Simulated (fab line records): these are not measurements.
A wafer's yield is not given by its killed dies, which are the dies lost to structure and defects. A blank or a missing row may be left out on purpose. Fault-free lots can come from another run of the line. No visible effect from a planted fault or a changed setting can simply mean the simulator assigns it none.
Which tool did it?	flow nand harc	24 lots, 72 wafers sampled, at 6 steps of a route of 1302

WHAT EACH GAUGE READ, for each wafer
NHARC_A_BONDPAD_INSPECT_23.
lot	measured	on	raw defect count
L074	day 23 10:45	defect inspect-01	470 523 421
L075	day 23 21:59	defect inspect-01	583 561 465
L079	day 24 04:14	defect inspect-02	585 525 574
L077	day 24 06:55	defect inspect-01	645 406 577
L076	day 24 12:17	defect inspect-01	517 661 592
L078	day 24 12:37	defect inspect-02	386 481 496
L080	day 25 02:52	defect inspect-02	453 596 430
L082	day 25 16:20	defect inspect-01	454 432 408
L081	day 26 08:48	defect inspect-02	449 450 394
L083	day 27 01:16	defect inspect-02	492 660 399
L084	day 27 05:15	defect inspect-02	520 483 521
L086	day 27 14:10	defect inspect-02	929 552 834
L085	day 27 15:28	defect inspect-01	685 868 834
L087	day 28 14:50	defect inspect-02	791 508 526
L088	day 29 02:50	defect inspect-02	524 647 658
L089	day 29 03:47	defect inspect-01	604 466 581
L090	day 29 22:40	defect inspect-01	664 662 532
L091	day 30 11:31	defect inspect-01	679 593 698
L092	day 30 20:38	defect inspect-01	696 451 505
L094	day 31 02:53	defect inspect-02	355 435 442
L093	day 31 04:43	defect inspect-01	1052 611 557
L096	day 32 04:21	defect inspect-01	532 464 509
L095	day 33 07:07	defect inspect-01	735 686 574
L097	day 33 20:14	defect inspect-01	522 556 454

WHICH TOOL RAN EACH LOT (tool, then ch and the chambers of the sampled wafers, then the start)
lot	NHARC_A_BLC_ETCH_18	NHARC_A_BLC_ALD_23	NHARC_A_M0_DEP_32	NHARC_A_M1_ETCH_28	NHARC_A_BONDPAD_DEP_00
L074	rie diel-12 ch 2,3, day 22 21:22 or earlier	ald metal-01 ch 0,1,3, day 22 21:22	pecvd-02 ch 0,1,2, day 23 02:08	rie diel-06 ch 0,2, day 23 06:52 or earlier	pecvd-03 ch 0,1,2, day 23 06:52
L075	rie diel-12 ch 0,1,2, day 23 07:44 or earlier	ald metal-04 ch 0,1, day 23 07:44	pecvd-04 ch 0,1,2, day 23 13:25	rie diel-06 ch 1,2, day 23 17:58 or earlier	pecvd-02 ch 0,1,2, day 23 17:58
L079	rie diel-12 ch 0,2,3, day 23 14:51 or earlier	ald metal-01 ch 1,2,3, day 23 14:51	pecvd-02 ch 1,2, day 23 19:47	rie diel-11 ch 0,1,3, day 24 00:22 or earlier	pecvd-01 ch 0,2, day 24 00:22
L077	rie diel-10 ch 0,1, day 23 17:22 or earlier	ald metal-03 ch 0,2, day 23 17:22	pecvd-01 ch 0,1, day 23 22:21	rie diel-06 ch 0,2,3, day 24 06:55 or earlier	pecvd-01 ch 0,1,2, day 24 06:55 or earlier
L076	rie diel-12 ch 1,2,3, day 23 22:27 or earlier	ald metal-01 ch 1,2,3, day 23 22:27	pecvd-01 ch 0,1,2, day 24 03:24	rie diel-11 ch 0,2,3, day 24 08:19 or earlier	pecvd-02 ch 1,2, day 24 08:19
L078	rie diel-12 ch 2,3, day 23 22:56 or earlier	ald metal-03 ch 0,2,3, day 23 22:56	pecvd-02 ch 0,1,2, day 24 03:56	rie diel-06 ch 0,2,3, day 24 08:39 or earlier	pecvd-01 ch 1,2, day 24 08:39
L080	rie diel-08 ch 1,2, day 24 13:36 or earlier	ald metal-01 ch 0,3, day 24 13:36	pecvd-02 ch 0,1,2, day 24 18:25	rie diel-11 ch 0,1,3, day 24 23:08 or earlier	pecvd-03 ch 0,1,2, day 24 23:08
L082	rie diel-08 ch 0,1,2, day 25 02:40 or earlier	ald metal-03 ch 0,2,3, day 25 02:40	pecvd-02 ch 0,1,2, day 25 07:37	rie diel-13 ch 0,1,3, day 25 12:21 or earlier	pecvd-03 ch 0,1, day 25 12:21
L081	rie diel-12 ch 0,2,3, day 25 19:29 or earlier	ald metal-04 ch 0,1,2, day 25 19:29	pecvd-04 ch 0,1,2, day 26 00:16	rie diel-11 ch 0,1,2, day 26 08:48 or earlier	pecvd-02 ch 0,1, day 26 08:48 or earlier
L083	rie diel-12 ch 0,2, day 26 11:47 or earlier	ald metal-01 ch 0,2,3, day 26 11:47	pecvd-04 ch 0,1,2, day 26 16:34	rie diel-06 ch 0,1,3, day 26 21:16 or earlier	pecvd-01 ch 0,2, day 26 21:16
L084	rie diel-12 ch 0,1, day 26 15:20 or earlier	ald metal-03 ch 2,3, day 26 15:20	pecvd-01 ch 0,1,2, day 26 20:14	rie diel-11 ch 0,1,3, day 27 01:15 or earlier	pecvd-02 ch 0,1,2, day 27 01:15
L086	rie diel-08 ch 1,2,3, day 27 00:01 or earlier	ald metal-01 ch 1,3, day 27 00:01	pecvd-02 ch 0,1,2, day 27 05:03	rie diel-13 ch 1,2, day 27 10:02 or earlier	pecvd-02 ch 0,1, day 27 10:02
L085	rie diel-08 ch 0,3, day 27 01:17 or earlier	ald metal-04 ch 0,2,3, day 27 01:17	pecvd-02 ch 0,1, day 27 06:36	rie diel-11 ch 1,3, day 27 11:29 or earlier	pecvd-02 ch 0,1,2, day 27 11:29
L087	rie diel-08 ch 0,2,3, day 28 00:56 or earlier	ald metal-01 ch 0,1,2, day 28 00:56	pecvd-01 ch 0,1, day 28 05:49	rie diel-11 ch 2,3, day 28 10:43 or earlier	pecvd-03 ch 0,2, day 28 10:43
L088	rie diel-12 ch 0,3, day 28 12:50 or earlier	ald metal-03 ch 0,2,3, day 28 12:50	pecvd-04 ch 0,1, day 28 17:55	rie diel-11 ch 0,3, day 29 02:50 or earlier	pecvd-02 ch 0,2, day 29 02:50 or earlier
L089	rie diel-08 ch 0,2,3, day 28 13:40 or earlier	ald metal-01 ch 1,2,3, day 28 13:40	pecvd-02 ch 0,1,2, day 28 18:39	rie diel-13 ch 0,2,3, day 28 23:44 or earlier	pecvd-03 ch 0,1,2, day 28 23:44
L090	rie diel-12 ch 2,3, day 29 08:47 or earlier	ald metal-04 ch 1,2, day 29 08:47	pecvd-04 ch 0,2, day 29 13:31	rie diel-13 ch 1,2, day 29 18:17 or earlier	pecvd-02 ch 1,2, day 29 18:17
L091	rie diel-08 ch 2,3, day 29 21:38 or earlier	ald metal-04 ch 0,2,3, day 29 21:38	pecvd-01 ch 0,1, day 30 02:46	rie diel-06 ch 0,2,3, day 30 07:35 or earlier	pecvd-03 ch 0,2, day 30 07:35
L092	rie diel-08 ch 1,3, day 30 07:06 or earlier	ald metal-04 ch 0,1,3, day 30 07:06	pecvd-01 ch 0,1,2, day 30 12:11	rie diel-06 ch 0,2,3, day 30 16:46 or earlier	pecvd-03 ch 0,2, day 30 16:46
L094	rie diel-12 ch 0,3, day 30 13:37 or earlier	ald metal-04 ch 1,2,3, day 30 13:37	pecvd-01 ch 0,1,2, day 30 18:24	rie diel-06 ch 1,2, day 30 23:02 or earlier	pecvd-01 ch 0,1,2, day 30 23:02
L093	rie diel-08 ch 2,3, day 30 15:11 or earlier	ald metal-03 ch 0,1,2, day 30 15:11	pecvd-02 ch 0,1, day 30 20:00	rie diel-11 ch 0,1,2, day 31 00:49 or earlier	pecvd-02 ch 0,1, day 31 00:49
L096	rie diel-12 ch 0,2,3, day 31 13:52 or earlier	ald metal-03 ch 0,1,3, day 31 13:52	pecvd-01 ch 0,1,2, day 31 19:07	rie diel-13 ch 0,1,3, day 31 23:49 or earlier	pecvd-02 ch 0,1,2, day 31 23:49
L095	rie diel-12 ch 0,3, day 32 17:41 or earlier	ald metal-03 ch 0,2, day 32 17:41	pecvd-04 ch 0,1,2, day 32 22:27	rie diel-06 ch 0,3, day 33 03:13 or earlier	pecvd-01 ch 1,2, day 33 03:13
L097	rie diel-12 ch 2,3, day 33 06:43 or earlier	ald metal-04 ch 0,1,3, day 33 06:43	pecvd-04 ch 0,1,2, day 33 11:40	rie diel-13 ch 1,2, day 33 16:21 or earlier	pecvd-02 ch 0,1,2, day 33 16:21
- NHARC_A_BLC_ETCH_18: etches the open film in C4F8/O2/Ar, target depth 910 nm.
- NHARC_A_BLC_ALD_23: deposits TiN, target thk 3 nm, pulse time 1 s, ald cycles 150.
- NHARC_A_M0_DEP_32: deposits SiCN, target thk 30 nm.
- NHARC_A_M1_ETCH_28: etches the open film in CF4/N2, target depth 30 nm, time 72.99 s.
- NHARC_A_BONDPAD_DEP_00: deposits SiCN, target thk 250 nm.

AS READ BY THE TOOLS THEMSELVES (means over the sampled wafers that have a number; for cases with no such wafer, the mark the record gives instead)
NHARC_A_BLC_ETCH_18.
lot	tool	chamber pressure mTorr (mTorr)	oes product au (a.u.)	rf vpp V (V)
L074	rie diel-12	24.997	0.942	971
L075	rie diel-12	24.994	0.957	974
L079	rie diel-12	25.021	0.963	972
L077	rie diel-10	24.991	0.923	976
L076	rie diel-12	24.975	0.968	972
L078	rie diel-12	25.008	0.923	970
L080	rie diel-08	25.002	0.970	977
L082	rie diel-08	24.985	0.969	975
L081	rie diel-12	24.996	0.941	971
L083	rie diel-12	25.004	0.957	973
L084	rie diel-12	25.001	0.926	975
L086	rie diel-08	24.992	0.973	980
L085	rie diel-08	24.996	0.979	976
L087	rie diel-08	24.993	0.927	977
L088	rie diel-12	25.007	0.937	969
L089	rie diel-08	24.977	0.935	978
L090	rie diel-12	25.009	0.965	971
L091	rie diel-08	25.025	0.980	983
L092	rie diel-08	25.017	0.935	981
L094	rie diel-12	24.983	0.950	970
L093	rie diel-08	24.999	0.928	983
L096	rie diel-12	25.005	0.924	971
L095	rie diel-12	25.015	0.929	971
L097	rie diel-12	24.979	0.923	971

NHARC_A_BLC_ALD_23.
lot	tool	heater power w (W)	precursor pulse height rel
L074	ald metal-01	1142	1.001
L075	ald metal-04	1062	0.986
L079	ald metal-01	1176	0.983
L077	ald metal-03	1258	0.997
L076	ald metal-01	1145	1.006
L078	ald metal-03	1146	1.018
L080	ald metal-01	1175	1.025
L082	ald metal-03	1138	0.997
L081	ald metal-04	1083	1.023
L083	ald metal-01	1205	1.014
L084	ald metal-03	1258	1.007
L086	ald metal-01	1203	1.023
L085	ald metal-04	1104	0.986
L087	ald metal-01	1097	0.976
L088	ald metal-03	1127	1.002
L089	ald metal-01	1145	0.992
L090	ald metal-04	1034	0.999
L091	ald metal-04	1094	0.982
L092	ald metal-04	1090	1.012
L094	ald metal-04	1049	0.982
L093	ald metal-03	1176	0.998
L096	ald metal-03	1082	1.001
L095	ald metal-03	1168	1.007
L097	ald metal-04	1100	0.987

NHARC_A_M0_DEP_32.
lot	tool	heater power w (W)
L074	pecvd-02	640
L075	pecvd-04	666
L079	pecvd-02	628
L077	pecvd-01	683
L076	pecvd-01	624
L078	pecvd-02	627
L080	pecvd-02	625
L082	pecvd-02	640
L081	pecvd-04	654
L083	pecvd-04	669
L084	pecvd-01	615
L086	pecvd-02	651
L085	pecvd-02	677
L087	pecvd-01	664
L088	pecvd-04	687
L089	pecvd-02	627
L090	pecvd-04	691
L091	pecvd-01	663
L092	pecvd-01	624
L094	pecvd-01	637
L093	pecvd-02	632
L096	pecvd-01	588
L095	pecvd-04	690
L097	pecvd-04	662

NHARC_A_M1_ETCH_28.
lot	tool	chamber pressure mTorr (mTorr)	drypump motor current A (A)	mfc ar sccm (sccm)	oes product au (a.u.)	rf vpp V (V)	showerhead plenum p Torr (Torr)	throttle valve pct (%)
L074	rie diel-06	29.977	5.2	150.2	0.994	314.7	2.67	19.785
L075	rie diel-06	29.973	5.4	150.1	0.991	313.3	2.56	19.800
L079	rie diel-11	29.989	5.9	149.9	0.991	313.4	2.60	19.796
L077	rie diel-06	30.019	5.5	150.4	0.999	314.2	2.66	19.789
L076	rie diel-11	29.990	5.7	150.0	1.004	311.3	2.51	19.795
L078	rie diel-06	29.996	5.5	149.8	1.003	314.8	2.66	19.781
L080	rie diel-11	30.013	5.9	150.2	1.001	313.9	2.60	19.791
L082	rie diel-13	29.977	5.4	149.8	1.003	311.9	2.53	19.789
L081	rie diel-11	29.991	5.4	149.8	1.002	313.2	2.59	19.797
L083	rie diel-06	29.988	5.6	149.9	0.993	313.7	2.64	19.801
L084	rie diel-11	30.023	5.8	150.2	1.000	313.8	2.60	19.792
L086	rie diel-13	30.026	5.7	149.7	0.994	313.5	2.59	19.790
L085	rie diel-11	30.003	5.6	149.9	1.002	315.1	2.68	19.794
L087	rie diel-11	29.966	5.8	150.2	1.004	312.3	2.50	19.791
L088	rie diel-11	30.006	6.1	150.1	1.004	312.6	2.51	19.796
L089	rie diel-13	30.020	5.6	150.2	1.001	313.7	2.59	19.800
L090	rie diel-13	30.004	5.6	150.3	0.994	312.4	2.53	19.786
L091	rie diel-06	29.975	5.5	150.1	0.999	314.1	2.65	19.797
L092	rie diel-06	29.981	5.5	149.9	0.998	313.8	2.65	19.795
L094	rie diel-06	30.012	5.3	149.8	1.001	313.2	2.57	19.790
L093	rie diel-11	30.004	5.4	149.6	0.995	312.5	2.59	19.797
L096	rie diel-13	30.017	5.4	149.7	1.009	312.2	2.52	19.791
L095	rie diel-06	30.020	5.7	150.0	1.003	314.2	2.65	19.790
L097	rie diel-13	30.016	5.6	149.9	1.001	312.0	2.53	19.791

NHARC_A_BONDPAD_DEP_00.
lot	tool	heater power w (W)
L074	pecvd-03	559
L075	pecvd-02	618
L079	pecvd-01	620
L077	pecvd-01	561
L076	pecvd-02	653
L078	pecvd-01	542
L080	pecvd-03	544
L082	pecvd-03	557
L081	pecvd-02	671
L083	pecvd-01	612
L084	pecvd-02	640
L086	pecvd-02	667
L085	pecvd-02	681
L087	pecvd-03	474
L088	pecvd-02	653
L089	pecvd-03	508
L090	pecvd-02	585
L091	pecvd-03	518
L092	pecvd-03	529
L094	pecvd-01	616
L093	pecvd-02	721
L096	pecvd-02	684
L095	pecvd-01	544
L097	pecvd-02	655

THE ANSWER, worked out from the rows above alone
Rule: usual is defined by the lots themselves. The widest of any qualifying gaps counts: lots, ordered by their means at a reading, are off when they make up no more than a third of the lots, leave a main group of 4 or more, and stand apart from it by 3 or more times the standard deviation of that group's means. If all means in a main group match to the digits the tables above print for the reading, that group is not used. A lot without any number at a reading at which 4 lots or more have one is off too. Where the step has rows for the other lots, those lots are counted as sound. Order of review: gauges by route order, followed by the tools' own readings, for which a lot's mean as printed above is used. At the first step where some lot is off, the reading lying furthest off is the one used; lots without a number count as furthest.
None of the lots is off at any reading shown; this tells nothing.

WHAT THE SIMULATOR HAD PUT IN
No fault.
